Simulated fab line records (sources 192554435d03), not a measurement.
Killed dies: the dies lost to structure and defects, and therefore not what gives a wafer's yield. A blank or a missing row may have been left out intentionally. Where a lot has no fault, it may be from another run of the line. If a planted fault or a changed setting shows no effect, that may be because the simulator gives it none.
fab line records + flow n5_finfet
record
- lots=4
- wafers=12
- last_day=16
route steps=1938 shown BEOL_M12@1650 BEOL_M13@1659
lots with no fault: from the same line, run without faults
start_h: hours from the record's opening day to when the first of the lot's shown wafers began + wait_h: hours elapsed since this lot's preceding step + " same as the row above + L1.1+2: a single row standing in for several wafers + - no value, or no start was given + * or withheld: withheld + < > ~ a bound
route shown NAME@n: NAME is a module with steps in the file, n the number in the route of the first one + usual: mean/standard deviation taken from wafers without a fault + same: alike in all rows + chamber/n: place in a boat + sites: the reading at each site + _std_site: standard deviation of those values + _edge_site: outer sites' mean less inner sites' + radius_mm: how far each site lies from the wafer's centre + mask NAME#n: copy n + behind: tool/chamber where the wafer was last shaped + hold: why the lot went on hold/how many hours it stayed there/how the hold came to an end + device: the transistor (n, p or np) that didn't switch + end of line: the route-end tests of the same wafers + a step with no rows: only its recipe + killed: dies lost to structure and defects at the first sort, not the wafer's yield + map: a wafer's dies, x killed, . not, _ none there
set.NAME: setting as actually run; set.NAME@STEP: the setting as run at that earlier step + model.NAME: the simulator's own value behind a step, which no gauge read
lots at some steps of the route; a table a step, a row a wafer
services: when a tool's chamber went out of use (start_h, in hours from the record's first day, below 0 if earlier), for how many hours, and the reason
## steps
# step N5_BEOL_M12_SPUTTER_45
# recipe
- material=Cu
- target_thk_a=800
- temp_c=-20
- bias_v=60
- power_w=26000
- chamber_pressure_pa=0.13
- time_s=13.33
# step N5_BEOL_M12_ECD_47
# recipe
- material=Cu
- target_thk_a=7200
# step N5_BEOL_M12_ANNEAL_48
# recipe
- temp_c=225
- time_s=90
- ambient=N2
# step N5_BEOL_M12_CMP_49
# recipe
- stop_on=SiOC
- t_overpolish_s=20.6
- down_force_psi=1
- platen_rpm=50
- clearing_platen_down_force_psi=1.5
- clearing_platen_rpm=50
- post_cmp_clean=cu_alkaline
- target_thk_nm=320
- clearing_platen_pad_velocity_m_s=0.99484
- pad_velocity_m_s=0.99484
# step N5_BEOL_M12_PRE_CLEAN_52
# recipe
- gas=NH3
- time_s=15
- temp_c=withheld
- rf_power_w=300
# step N5_BEOL_M12_DEP_53
# recipe
- material=SiCN
- target_thk_a=300
- temp_c=withheld
- precursor=3MS/NH3
- pressure_torr=3
- rf_w=675
- time_s=10.5
# step N5_BEOL_M13_ILD_DEP_00
# recipe
- material=SiOC
- target_thk_a=8379.2
- temp_c=350
- precursor=DEMS/O2
- pressure_torr=5
- rf_w=500
- time_s=166.4
# step N5_BEOL_M13_COAT_58
# recipe
- resist=BARC
- temp_c=205
- time_s=60
- spin_rpm=1500
- resist_thk_nm=89
# step N5_BEOL_M13_COAT_04
# recipe
- spin_rpm=1625
- resist_thk_nm=400
# usual
- spin_speed_rpm=1625.2/1.3
| lot.wafer | tool           | chamber | start_h | wait_h | spin_speed_rpm | model.coat_of_BEOL_M13_COAT_04.thk_nm |
|-----------|----------------|---------|---------|--------|----------------|---------------------------------------|
| L173.1    | litho_track-03 | 0       | 269.86  | -      | 1625.5         | 400                                   |
| L173.2    | "              | 0       | "       | "      | 1627.3         | 400                                   |
| L173.6    | "              | 0       | "       | "      | 1625.4         | 400.2                                 |
| L178.1    | litho_track-03 | 0       | 310.50  | -      | 1336.4         | 439.8                                 |
| L178.3    | "              | 0       | "       | "      | 1337.7         | 440.8                                 |
| L178.6    | "              | 0       | "       | "      | 1339.1         | 439.6                                 |
| L182.1    | litho_track-02 | 0       | 341.32  | -      | 1626.5         | 398.8                                 |
| L182.3    | "              | 0       | "       | "      | 1623.9         | 398.4                                 |
| L182.6    | "              | 0       | "       | "      | 1625.8         | 398.6                                 |
| L183.1    | litho_track-03 | 0       | 341.41  | -      | 1334.5         | 440.8                                 |
| L183.3    | "              | 0       | "       | "      | 1338.2         | 440.4                                 |
| L183.4    | "              | 0       | "       | "      | 1340.0         | 440.6                                 |
# step N5_BEOL_M13_EBR_06
# recipe
- solvent=PGMEA
- ebr_width_mm=1.5
# step N5_BEOL_M13_SOFTBAKE_05
# recipe
- temp_c=130
- time_s=60
# step N5_BEOL_M13_EXPOSE_07
# recipe
- mask_id=V12
- na=0.93
- source_shape=conventional
- sigma_outer=0.6
- polarization=unpolarized
- attpsm_phase_deg=180
- dose_mj=24.8
# step N5_BEOL_M13_PEB_08
# recipe
- peb_temp_c=130
- peb_time_s=90
# step N5_BEOL_M13_DEVELOP_09
# recipe
- develop_time_s=45
- rinse_liquid=diw
- dry=air_spin
- dev_temp_c=21
# step N5_BEOL_M13_HARDBAKE_14
# recipe
- temp_c=130
- time_s=120
# step N5_BEOL_M13_DESCUM_15
# recipe
- chemistry=O2
- time_s=7.9
- source_power_w=50
- bias_power_w=20
- pressure_mtorr=20
- rf_frequency_hz=2.712e+07
- temp_c=40
- o2_flow_sccm=225
# step N5_BEOL_M13_ETCH_59
# recipe
- chemistry=N2/H2
- target=BARC
- target_depth_a=890
- overetch_a=267
- time_s=67.9
- ion_energy_ev=200
- pressure_mtorr=30
- source_w=840
- bias_w=150
- n2_flow_sccm=200
- h2_flow_sccm=200
# step N5_BEOL_M13_VIA_ETCH_16
# recipe
- chemistry=C4F8/O2/Ar
- target=SiOC
- pressure_mtorr=30
- source_w=3000
- bias_w=700
- Ar_flow_sccm=400
- C4F8_flow_sccm=15
- O2_flow_sccm=8
- he_inner_torr=15
- he_outer_torr=30
- target_depth_a=9217
- time_s=withheld
- ion_energy_ev=250
- ends=cleared
# usual
- drypump_motor_current_A=5.6/0.43
- oes_product_au=0.73/0.073
- rf_vpp_V=664/3.1
- showerhead_plenum_p_Torr=3.37/0.11
- throttle_valve_pct=24.04/0.18
| lot.wafer | tool        | chamber | start_h | wait_h | drypump_motor_current_A | oes_product_au | rf_vpp_V | showerhead_plenum_p_Torr | throttle_valve_pct | model.coat_of_BEOL_M13_COAT_04.thk_nm |
|-----------|-------------|---------|---------|--------|-------------------------|----------------|----------|--------------------------|--------------------|---------------------------------------|
| L173.1    | rie_diel-04 | 1       | 270.30  | 0.0    | 5.7                     | 0.66           | 657      | 3.14                     | 23.93              | 69.2                                  |
| L173.2    | "           | 3       | "       | "      | 5.2                     | 0.60           | 659      | 3.26                     | 24.10              | 67.4                                  |
| L173.6    | "           | 2       | "       | "      | 6.2                     | 0.77           | 666      | 3.48                     | 23.89              | 64.4                                  |
| L178.1    | rie_diel-03 | 3       | 311.15  | 0.0    | 5.7                     | 0.84           | 665      | 3.37                     | 24.11              | 109.2                                 |
| L178.3    | "           | 2       | "       | "      | 5.0                     | 0.77           | 668      | 3.44                     | 23.78              | 109.4                                 |
| L178.6    | "           | 2       | "       | "      | 5.0                     | 0.77           | 667      | 3.44                     | 23.79              | 104.8                                 |
| L182.1    | rie_diel-01 | 2       | 341.76  | 0.0    | 5.2                     | 0.66           | 660      | 3.27                     | 24.13              | 69.8                                  |
| L182.3    | "           | 1       | "       | "      | 5.8                     | 0.71           | 663      | 3.32                     | 24.03              | 75.4                                  |
| L182.6    | "           | 1       | "       | "      | 5.8                     | 0.71           | 663      | 3.32                     | 24.05              | 69                                    |
| L183.1    | rie_diel-03 | 3       | 341.98  | 0.0    | 5.7                     | 0.84           | 661      | 3.36                     | 24.12              | 111.6                                 |
| L183.3    | "           | 0       | "       | "      | 6.0                     | 0.83           | 664      | 3.33                     | 23.63              | 109.6                                 |
| L183.4    | "           | 1       | "       | "      | 6.3                     | 0.78           | 666      | 3.48                     | 24.41              | 108.2                                 |
# step N5_BEOL_M13_STRIP_63
# recipe
- chemistry=N2/H2
- power_w=1000
- temp_c=250
- h2_frac=0.65
- overash_fraction=0.3
- pressure_mtorr=1000
- n2_flow_sccm=1750
- h2_flow_sccm=3250
# usual
- drypump_motor_current_A=5.37/0.22
- heater_power_w=307/25
- oes_product_au=0.674/0.0048
- strip_time_to_endpoint_s=27.5/1.2
| lot.wafer | tool            | chamber | start_h | wait_h | drypump_motor_current_A | heater_power_w | oes_product_au | rf_hours_counter_h | strip_time_to_endpoint_s |
|-----------|-----------------|---------|---------|--------|-------------------------|----------------|----------------|--------------------|--------------------------|
| L173.1    | plasma_asher-02 | 0       | 270.53  | -      | 5.01                    | 315            | 0.684          | 120                | 27.5                     |
| L173.2    | "               | 1       | "       | "      | 5.38                    | 293            | 0.676          | 120                | 26.9                     |
| L173.6    | "               | 0       | "       | "      | 4.99                    | 316            | 0.671          | -                  | 26.0                     |
| L178.1    | plasma_asher-01 | 0       | 311.38  | -      | 5.59                    | 283            | 0.687          | 90                 | 38.8                     |
| L178.3    | "               | 0       | "       | "      | 5.64                    | 271            | 0.683          | -                  | 38.8                     |
| L178.6    | "               | 1       | "       | "      | 5.35                    | 334            | 0.684          | -                  | 37.6                     |
| L182.1    | plasma_asher-01 | 0       | 342.00  | -      | 5.63                    | 281            | 0.676          | 99                 | 27.6                     |
| L182.3    | "               | 0       | "       | "      | 5.66                    | 276            | 0.675          | -                  | 29.3                     |
| L182.6    | "               | 0       | "       | "      | 5.69                    | 272            | 0.675          | -                  | 27.4                     |
| L183.1    | plasma_asher-02 | 1       | 342.22  | -      | 5.37                    | 297            | 0.691          | 131                | 39.4                     |
| L183.3    | "               | 0       | "       | "      | 5.01                    | 311            | 0.684          | -                  | 38.8                     |
| L183.4    | "               | 1       | "       | "      | 5.37                    | 291            | 0.683          | -                  | 38.4                     |
# step N5_BEOL_M13_STRIP_64
# recipe
- chemistry=N2/H2
- power_w=1000
- temp_c=250
- h2_frac=0.65
- overash_fraction=0.3
- pressure_mtorr=withheld
- n2_flow_sccm=1750
- h2_flow_sccm=3250
## services
| tool            | chamber | start_h | hours | kind                          |
|-----------------|---------|---------|-------|-------------------------------|
| rie_diel-01     | 0       | 254.85  | 1.3   | repair                        |
| rie_diel-03     | 3       | 261.00  | -     | clean                         |
| rie_diel-03     | 3       | 261.00  | -     | consumable_replace:focus_ring |
| rie_diel-03     | 3       | 261.00  | 17.3  | scheduled_down                |
| rie_diel-03     | 3       | 261.00  | 17.3  | vent_cycle                    |
| rie_diel-01     | 0       | 269.55  | 3.6   | repair                        |
| rie_diel-04     | -       | 288.48  | 2.1   | repair                        |
| rie_diel-01     | 1       | 305.80  | 8.6   | repair                        |
| plasma_asher-02 | -       | 312.37  | 4.3   | pm                            |
| litho_track-02  | -       | 322.01  | -     | consumable_replace:filter     |
| plasma_asher-02 | -       | 323.41  | 2.8   | repair                        |
| rie_diel-03     | 1       | 336.61  | 1.6   | repair                        |
| rie_diel-04     | 3       | 336.67  | -     | clean                         |
| rie_diel-04     | 3       | 336.67  | -     | consumable_replace:focus_ring |
| rie_diel-04     | 3       | 336.67  | -     | consumable_replace:showerhead |
| rie_diel-04     | 3       | 336.67  | 23.6  | scheduled_down                |
| rie_diel-04     | 3       | 336.67  | 23.6  | vent_cycle                    |
## key
first_sign
- step=N5_BEOL_M13_COAT_04
- reading=spin_speed_rpm
- direction=down
- sigmas=99+
- usual=*
- struck=*
effect
- step=N5_BEOL_M13_STRIP_63
- reading=strip_time_to_endpoint_s
- direction=up
- sigmas=9.6
- usual=*
- struck=*
model_effect
- step=N5_BEOL_M13_COAT_04
- value=coat_of_BEOL_M13_COAT_04.thk_nm
- without=399.5
- struck=440.3
model_effect
- step=N5_BEOL_M13_VIA_ETCH_16
- value=coat_of_BEOL_M13_COAT_04.thk_nm
- without=67.93
- struck=108.8
met_at N5_BEOL_M13_COAT_04
struck_wafers L178.1,L178.3,L178.6,L183.1,L183.3,L183.4
onset_between 269.86 310.50
fault
- kind=process_parameter_drift
- tool=litho_track-03
- chamber=-
- onset_h=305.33
- steps=N5_BEOL_M13_COAT_04
- channel=spin_rpm
- offset=*
- shape=step
- end_h=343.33
- acts_in=*
- stated=*
